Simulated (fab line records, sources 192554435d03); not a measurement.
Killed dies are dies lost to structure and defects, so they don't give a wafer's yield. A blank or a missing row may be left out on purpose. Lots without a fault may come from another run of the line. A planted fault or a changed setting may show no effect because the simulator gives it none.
fab line records | flow n5_finfet
record lots=5 wafers=15 last_day=16
route steps=1938 shown BEOL_M11@1590 BEOL_M12@1602 PASSIVATION@1936
lots that met no fault: from a run of the same line without faults
start_h: hours from the record's first day to the start of the lot's first wafer shown | wait_h: hours since the lot's step before | " the same as in the row above | L1.1+2: a row that stands for several wafers | - no value, or no start given | * or withheld: withheld | < > ~ a bound
route shown NAME@n: a module of which the file shows steps, and the number in the route of the first | usual: mean/standard deviation of fault-free wafers | same: alike in all rows | chamber/n: place in a boat | sites: the reading at each site | _std_site: their standard deviation | _edge_site: outer sites' mean less inner sites' | radius_mm: how far each site lies from the wafer's centre | mask NAME#n: copy n | behind: the tool/chamber that last shaped the wafer | hold: why the lot was held/for how many hours/how that ended | device: the transistor (n, p or np) that didn't switch | end of line: the same wafers' tests at the end of the route | a step without rows: its recipe alone | killed: dies lost to structure and defects at the first sort, not the wafer's yield | map: a wafer's dies, x killed, . not, _ none there
set.NAME: the setting as run; set.NAME@STEP: as run at that earlier step | model.NAME: the simulator's own value behind a step, which no gauge read
lots at some steps of the route; a table a step, a row a wafer
services: from which hour (start_h, from the record's first day; less than 0 if before it) a tool's chamber was out of use, for how many hours, and why
## steps
# step N5_BEOL_M11_ALD_74
# recipe material=TaN target_thk_a=20 temp_c=275 ald_precursor_family=PDMAT ald_co_reactant=NH3 pressure_torr=3 carrier_flow_sccm=1500 pulse_time_s=2 purge_time_s=3 co_reactant_purge_time_s=2 co_reactant_pulse_time_s=3 ald_cycles=40 precursor_vessel_temp_c=75 precursor_vessel_pressure_torr=26.25 precursor_vessel_carrier_sccm=1000
# step N5_BEOL_M11_SURFACE_TREAT_76
# recipe gas=Ar time_s=* ion_energy_ev=* ion_current_ma_cm2=0.5 pressure_mtorr=* ar_flow_sccm=30
# step N5_BEOL_M11_CVD_75
# recipe material=Co target_thk_a=20 temp_c=withheld precursor=CCTBA/H2 pressure_torr=30 time_s=138.9
# step N5_BEOL_M11_SPUTTER_48
# recipe material=Cu target_thk_a=120 temp_c=-20 bias_v=60 power_w=26000 chamber_pressure_pa=0.13 time_s=2
# step N5_BEOL_M11_ECD_50
# recipe material=Cu target_thk_a=3180
# step N5_BEOL_M11_ANNEAL_51
# recipe temp_c=225 time_s=90 ambient=N2
# step N5_BEOL_M11_CMP_52
# recipe stop_on=SiCOH_lowk t_overpolish_s=7 down_force_psi=1 platen_rpm=50 clearing_platen_down_force_psi=1.5 clearing_platen_rpm=50 post_cmp_clean=cu_alkaline target_thk_nm=140 clearing_platen_pad_velocity_m_s=0.99484 pad_velocity_m_s=0.99484
# step N5_BEOL_M11_PRE_CLEAN_55
# recipe gas=NH3 time_s=15 temp_c=withheld rf_power_w=300
# step N5_BEOL_M11_DEP_56
# recipe material=SiCN target_thk_a=300 temp_c=withheld precursor=3MS/NH3 pressure_torr=3 rf_w=675 time_s=10.5
# step N5_BEOL_M12_ILD_DEP_00
# recipe material=SiOC target_thk_a=6589.2 temp_c=350 precursor=DEMS/O2 pressure_torr=5 rf_w=500 time_s=130.7
# usual heater_power_w=452/44 run_length_s=175.3/0.58 showerhead_plenum_p_Torr=5.689/0.018 susceptor_temp_C=349.99/0.2 throttle_valve_pct=11.9/0.38
# columns lot.wafer tool chamber start_h wait_h heater_power_w run_length_s showerhead_plenum_p_Torr susceptor_temp_C throttle_valve_pct model.SiOC_of_BEOL_M12_ILD_DEP_00.thk_nm
L551.1 pecvd-04 0 266.03 0.0 471 175.5 5.681 350.30 11.8 664.8
L551.4 " 1 " " 481 174.4 5.687 349.82 12.1 663
L551.5 " 0 " " 377 175.1 5.665 349.76 11.7 671.8
L555.1 pecvd-04 0 303.55 0.0 440 175.4 5.658 350.00 11.6 656
L555.3 " 2 " " 461 194.4 5.725 350.01 12.4 746.4
L555.6 " 1 " " 450 174.6 5.673 349.85 12.1 666.4
L557.1 pecvd-04 0 326.18 0.0 453 175.6 5.663 350.02 11.3 653.4
L557.3 " 1 " " 441 192.8 5.681 349.98 12.0 745.2
L557.4 " 0 " " 466 175.2 5.676 349.89 11.6 661.8
L558.2 pecvd-04 2 326.44 0.0 469 193.8 5.718 350.10 12.6 748.4
L558.3 " 1 " " 484 193.2 5.671 350.10 12.1 744.8
L558.5 " 1 " " 489 174.9 5.669 350.09 12.3 669.8
L563.2 pecvd-02 1 350.42 0.0 435 175.5 5.676 349.92 11.7 657.2
L563.3 " 0 " " 366 175.3 5.695 349.99 11.3 653
L563.6 " 2 " " 401 176.1 5.694 349.91 11.2 670.8
# step N5_BEOL_M12_THK_MEAS_01
# recipe reads=SiOC_of_BEOL_M12_ILD_DEP_00
# usual M12_ILD_THK=661/8.5
# columns lot.wafer tool chamber start_h wait_h M12_ILD_THK[nm]
L551.1 film_metro-01 - 266.16 0.1 665
L551.4 " - " " 663
L551.5 " - " " 671
L555.1 film_metro-01 - 303.68 0.1 656
L555.3 " - " " 747
L555.6 " - " " 666
L557.1 film_metro-02 - 326.31 0.1 653
L557.3 " - " " 745
L557.4 " - " " 661
L558.2 film_metro-02 - 326.58 0.1 749
L558.3 " - " " 744
L558.5 " - " " 670
L563.2 film_metro-01 - 350.55 0.1 657
L563.3 " - " " 653
L563.6 " - " " 670
# step N5_BEOL_M12_COAT_58
# recipe resist=BARC temp_c=205 time_s=60 spin_rpm=1500 resist_thk_nm=89
# step N5_BEOL_M12_COAT_04
# recipe spin_rpm=1625 resist_thk_nm=400
# step N5_BEOL_M12_EBR_06
# recipe solvent=PGMEA ebr_width_mm=1.5
# step N5_BEOL_M12_SOFTBAKE_05
# recipe temp_c=130 time_s=60
# step N5_BEOL_M12_EXPOSE_07
# recipe mask_id=V11 na=0.93 source_shape=conventional sigma_outer=0.6 polarization=unpolarized attpsm_phase_deg=180 dose_mj=32.5
# step N5_BEOL_M12_PEB_08
# recipe peb_temp_c=130 peb_time_s=90
# step N5_BEOL_M12_DEVELOP_09
# recipe develop_time_s=45 rinse_liquid=diw dry=air_spin dev_temp_c=21
# step N5_BEOL_M12_HARDBAKE_14
# recipe temp_c=130 time_s=120
# step N5_BEOL_M12_DESCUM_15
# recipe chemistry=O2 time_s=7.9 source_power_w=50 bias_power_w=20 pressure_mtorr=20 rf_frequency_hz=2.712e+07 temp_c=40 o2_flow_sccm=225
# step N5_BEOL_M12_ETCH_59
# recipe chemistry=N2/H2 target=BARC target_depth_a=890 overetch_a=267 time_s=67.9 ion_energy_ev=200 pressure_mtorr=30 source_w=840 bias_w=150 n2_flow_sccm=200 h2_flow_sccm=200
# step N5_BEOL_M12_VIA_ETCH_16
# recipe chemistry=C4F8/O2/Ar target=SiOC pressure_mtorr=30 source_w=3000 bias_w=700 Ar_flow_sccm=400 C4F8_flow_sccm=15 O2_flow_sccm=8 he_inner_torr=15 he_outer_torr=30 target_depth_a=7248 time_s=withheld ion_energy_ev=250 ends=cleared
# usual drypump_motor_current_A=5.6/0.56 oes_product_au=0.75/0.071 rf_vpp_V=666/3.2 showerhead_plenum_p_Torr=3.43/0.11 throttle_valve_pct=24.0/0.31
# columns lot.wafer tool chamber start_h wait_h drypump_motor_current_A oes_product_au rf_vpp_V showerhead_plenum_p_Torr throttle_valve_pct model.etch.depth_nm model.coat_of_BEOL_M12_COAT_04.thk_nm
L551.1 rie_diel-06 2 266.76 0.0 6.5 0.62 662 3.26 24.9 664.8 121.2
L551.4 " 3 " " 6.6 0.62 667 3.48 24.3 663 124.6
L551.5 " 1 " " 5.1 0.83 665 3.35 23.8 671.7 115
L555.1 rie_diel-02 1 304.16 0.0 6.1 0.86 667 3.47 24.0 655.9 124.6
L555.3 " 2 " " 5.3 0.75 670 3.55 23.6 746.4 99.2
L555.6 " 2 " " 5.4 0.75 670 3.55 23.5 666.4 122.4
L557.1 rie_diel-05 1 326.91 0.0 4.9 0.75 663 3.31 23.5 653.3 123.8
L557.3 " 3 " " 5.4 0.78 664 3.36 23.9 745.2 98.6
L557.4 " 3 " " 5.4 0.78 662 3.36 24.0 661.7 122.8
L558.2 rie_diel-02 1 327.07 0.0 6.0 0.82 667 3.47 24.0 748.5 96.2
L558.3 " 0 " " 5.7 0.69 661 3.31 23.9 744.8 96.6
L558.5 " 2 " " 5.3 0.73 668 3.55 23.6 669.8 120.4
L563.2 rie_diel-02 1 351.16 0.0 6.0 0.80 667 3.47 24.0 657.2 125.2
L563.3 " 2 " " 5.3 0.72 671 3.54 23.6 652.9 127
L563.6 " 1 " " 6.0 0.80 668 3.47 24.0 670.8 121.2
# step N5_BEOL_M12_STRIP_63
# recipe chemistry=N2/H2 power_w=1000 temp_c=250 h2_frac=0.65 overash_fraction=0.3 pressure_mtorr=1000 n2_flow_sccm=1750 h2_flow_sccm=3250
# usual drypump_motor_current_A=5.33/0.23 heater_power_w=306/22 oes_product_au=0.692/0.005 strip_time_to_endpoint_s=42.2/0.99
# same overash_fraction=0.3
# columns lot.wafer tool chamber start_h wait_h drypump_motor_current_A heater_power_w oes_product_au rf_hours_counter_h strip_time_to_endpoint_s
L551.1 plasma_asher-02 1 266.96 - 5.37 287 0.690 119 42.0
L551.4 " 0 " " 4.99 321 0.695 - 42.9
L551.5 " 0 " " 5.00 309 0.696 - 40.3
L555.1 plasma_asher-01 0 304.36 - 5.61 282 0.689 89 42.9
L555.3 " 0 " " 5.61 280 0.674 - 36.0
L555.6 " 0 " " 5.64 273 0.697 - 42.3
L557.1 plasma_asher-01 1 327.11 - 5.35 340 0.685 96 42.7
L557.3 " 0 " " 5.65 277 0.684 - 35.8
L557.4 " 1 " " 5.35 333 0.694 - 42.5
L558.2 plasma_asher-01 1 327.27 - 5.35 339 0.688 96 35.1
L558.3 " 1 " " 5.33 336 0.679 - 35.3
L558.5 " 1 " " 5.35 339 0.696 - 41.8
L563.2 plasma_asher-01 0 351.36 - 5.66 282 0.695 102 43.1
L563.3 " 1 " " 5.34 338 0.693 - 43.6
L563.6 " 0 " " 5.63 279 0.683 - 42.0
# step N5_BEOL_M12_STRIP_64
# recipe chemistry=N2/H2 power_w=1000 temp_c=250 h2_frac=0.65 overash_fraction=0.3 pressure_mtorr=withheld n2_flow_sccm=1750 h2_flow_sccm=3250
# step N5_BEOL_M12_STRIP_71
# recipe chemistry=post_etch_residue_remover time_s=60 temp_c=25 remover_ph=withheld remover_water_wt_pct=withheld remover_fluoride_wt_pct=withheld
# step N5_BEOL_M12_SRD_72
# recipe time_s=30 temp_c=23 rinse_liquid=diw dry=n2_spin spin_rpm=1500 dry_time_s=30
# step N5_BEOL_M12_COAT_65
# recipe resist=SOC temp_c=250 time_s=60 spin_rpm=1500 resist_thk_nm=300
# step N5_BEOL_M12_COAT_66
# recipe resist=SiARC temp_c=220 time_s=60 spin_rpm=1500 resist_thk_nm=110
# step N5_BEOL_M12_COAT_22
# recipe spin_rpm=2888 resist_thk_nm=300
# step N5_BEOL_M12_EBR_24
# recipe solvent=PGMEA ebr_width_mm=1.5
# step N5_BEOL_M12_SOFTBAKE_23
# recipe temp_c=130 time_s=60
# step N5_BEOL_M12_EXPOSE_25
# recipe mask_id=M12 na=0.93 source_shape=conventional sigma_outer=0.4 polarization=unpolarized dose_mj=21.8
# step N5_BEOL_M12_PEB_26
# recipe peb_temp_c=130 peb_time_s=90
# step N5_BEOL_M12_DEVELOP_27
# recipe develop_time_s=45 rinse_liquid=diw dry=air_spin dev_temp_c=21
# step N5_BEOL_M12_HARDBAKE_32
# recipe temp_c=130 time_s=120
# step N5_BEOL_M12_CMP_49
# recipe stop_on=SiOC t_overpolish_s=20.6 down_force_psi=1 platen_rpm=50 clearing_platen_down_force_psi=1.5 clearing_platen_rpm=50 post_cmp_clean=cu_alkaline target_thk_nm=320 clearing_platen_pad_velocity_m_s=0.99484 pad_velocity_m_s=0.99484
# usual motor_current_A=6.0/0.39
# columns lot.wafer tool chamber start_h wait_h motor_current_A model.SiOC_of_BEOL_M12_ILD_DEP_00.thk_nm
L551.1 cmp-04 3 270.09 0.3 5.9 605.6
L551.4 " 1 " " 5.8 603.6
L551.5 " 3 " " 5.9 611
L555.3 cmp-02 3 309.87 0.2 6.4 686
L555.1 " 1 " " 6.3 597
L555.6 " 3 " " 6.5 606.2
L558.2 cmp-02 2 331.36 0.2 6.2 688.4
L558.3 " 0 " " 5.7 685.2
L558.5 " 3 " " 6.1 609.6
L557.4 cmp-02 2 332.37 0.1 5.8 602
L557.3 " 3 " " 6.9 684
L557.1 " 1 " " 6.6 593.4
L563.3 cmp-03 3 354.59 0.2 5.9 591.6
L563.2 " 0 " " 6.6 597
L563.6 " 0 " " 6.5 609.6
# step N5_PASSIVATION_PROBE_49
# usual defect_limited_yield=91.2/1.6 killed_at_M0_to_M3=34/11 killed_at_M4_up=14/5.7 killed_at_contacts=14/6.6 killed_at_front_end=37/10 killed_at_other=4/3.2 killed_dies=104/19 killed_open=69/13 killed_short=33/8.7 sort_bin_5_function=5.1/1 sort_bin_6_memory=3.3/0.76 sort_bin_8_speed=0.00/0.016 sort_n_pass=1076/19 sort_yield_pct=91.2/1.6
# same gross_dies=1180 killed_at_back_side=0 sort_bin_4_leakage[%]=0
# columns lot.wafer tool chamber start_h wait_h defect_limited_yield[%] killed_at_M0_to_M3 killed_at_M4_up killed_at_contacts killed_at_front_end killed_at_other killed_dies killed_open killed_short sort_bin_5_function[%] sort_bin_6_memory[%] sort_bin_8_speed[%] sort_n_pass sort_yield_pct[%]
L558.2 prober-01 - 366.15 0.1 94.3 21 3 7 34 2 67 43 23 2.9 2.3 0 1113 94.3
L558.3 prober-01 - 366.20 0.1 92.0 30 8 15 39 2 94 67 27 4.6 3.1 0 1086 92.0
L558.5 prober-01 - 366.30 0.2 92.4 32 7 11 36 4 90 63 26 4.5 3.1 0 1090 92.4
L563.2 prober-02 - 390.75 0.1 92.3 16 19 17 34 5 91 65 25 4.0 3.6 0 1089 92.3
L563.3 prober-02 - 390.80 0.1 94.1 17 14 10 22 7 70 52 18 3.1 2.6 0 1110 94.1
L563.6 prober-02 - 390.95 0.3 93.0 20 19 11 33 0 83 56 27 5.1 1.5 0 1097 93.0
# killed by level:class
L558.2 FIN_SAQP:geometric_particle:short=7 STI_FIN_REVEAL:geometric_particle:open=7 BEOL_M0_SAQP:geometric_particle:short=7 BEOL_M0_SAQP:geometric_particle:open=6 FIN_SAQP:geometric_particle:open=5 MOL_CONTACT_COAG:geometric_particle:open=5 DUMMY_GATE:geometric_particle:open=3 GATE_CUT:geometric_particle:open=3
L558.3 MOL_CONTACT_COAG:geometric_particle:open=11 STI_FIN_REVEAL:geometric_particle:open=10 BEOL_M1:geometric_particle:open=7 BEOL_M0_SAQP:geometric_particle:open=7 BEOL_M0_SAQP:geometric_particle:short=6 BEOL_M2:geometric_particle:open=6 FIN_SAQP:geometric_particle:open=5 MOL_CONTACT_COAG:geometric_particle:short=4
L558.5 MOL_CONTACT_COAG:geometric_particle:open=10 BEOL_M3:geometric_particle:open=9 FIN_SAQP:geometric_particle:open=7 BEOL_M1:geometric_particle:open=6 STI_FIN_REVEAL:geometric_particle:open=5 ILD0:geometric_particle:open=5 BEOL_M1:geometric_particle:short=5 STARTING-WAFER:geometric_particle:short=4
L563.2 MOL_CONTACT_COAG:geometric_particle:open=14 BEOL_M4:geometric_particle:open=14 STI_FIN_REVEAL:geometric_particle:open=10 BEOL_M2:geometric_particle:open=5 FIN_SAQP:geometric_particle:short=4 FIN_SAQP:geometric_particle:open=4 STI_FIN_REVEAL:geometric_particle:short=4 DUMMY_GATE:geometric_particle:open=3
L563.3 MOL_CONTACT_COAG:geometric_particle:open=6 BEOL_M1:geometric_particle:open=6 BEOL_M4:geometric_particle:open=5 FIN_SAQP:geometric_particle:open=4 STI_FIN_REVEAL:geometric_particle:open=4 MOL_CONTACT_COAG:geometric_particle:short=4 BEOL_M2:geometric_particle:open=4 BEOL_M7:geometric_particle:open=4
L563.6 FIN_SAQP:geometric_particle:open=11 BEOL_M4:geometric_particle:open=9 MOL_CONTACT_COAG:geometric_particle:open=8 BEOL_M1:geometric_particle:open=6 FIN_SAQP:geometric_particle:short=5 BEOL_M1:geometric_particle:short=5 STI_FIN_REVEAL:geometric_particle:open=3 GATE_CUT:geometric_particle:short=3
## services
# columns tool chamber start_h hours kind
cmp-02 - 245.71 4.2 repair
rie_diel-05 - 250.18 0.4 repair
pecvd-04 - 254.23 6.0 pm
cmp-03 - 259.78 4.0 pm
rie_diel-02 1 268.76 - clean
rie_diel-02 1 268.76 - consumable_replace:focus_ring
rie_diel-02 1 268.76 20.5 scheduled_down
cmp-04 - 278.21 0.4 repair
cmp-02 - 283.57 2.2 repair
pecvd-02 - 290.07 1.3 repair
cmp-02 - 298.87 3.1 repair
cmp-03 - 311.07 5.7 pm
plasma_asher-02 - 312.37 4.3 pm
pecvd-04 - 315.53 0.6 repair
cmp-02 - 320.60 7.2 pm
plasma_asher-02 - 323.41 2.8 repair
cmp-03 - 324.47 1.2 repair
rie_diel-05 2 325.98 13.5 repair
rie_diel-05 - 330.64 3.9 repair
cmp-02 - 334.81 0.5 repair
rie_diel-05 3 336.29 3.1 repair
cmp-04 - 337.08 5.0 pm
cmp-03 - 338.28 3.1 repair
cmp-02 - 341.57 5.1 pm
## key
first_sign step=N5_BEOL_M12_ILD_DEP_00 reading=run_length_s direction=up sigmas=31 usual=* struck=*
effect step=N5_BEOL_M12_THK_MEAS_01 reading=M12_ILD_THK direction=up sigmas=9.9 usual=661 struck=746
effect step=N5_BEOL_M12_STRIP_63 reading=strip_time_to_endpoint_s direction=down sigmas=6.7 usual=* struck=*
model_effect step=N5_BEOL_M12_ILD_DEP_00 value=SiOC_of_BEOL_M12_ILD_DEP_00.thk_nm without=654.6 struck=746.2
model_effect step=N5_BEOL_M12_VIA_ETCH_16 value=etch.depth_nm without=654.5 struck=746.2
model_effect step=N5_BEOL_M12_CMP_49 value=SiOC_of_BEOL_M12_ILD_DEP_00.thk_nm without=594.2 struck=685.9
met_at N5_BEOL_M12_ILD_DEP_00
struck_wafers L555.3,L557.3,L558.2,L558.3
onset_between 266.03 303.55
fault kind=process_parameter_drift tool=pecvd-04 chamber=- onset_h=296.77 steps=N5_BEOL_M12_ILD_DEP_00 channel=time_s offset=* shape=step end_h=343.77 scope=struck_wafers_only acts_in=* stated=*
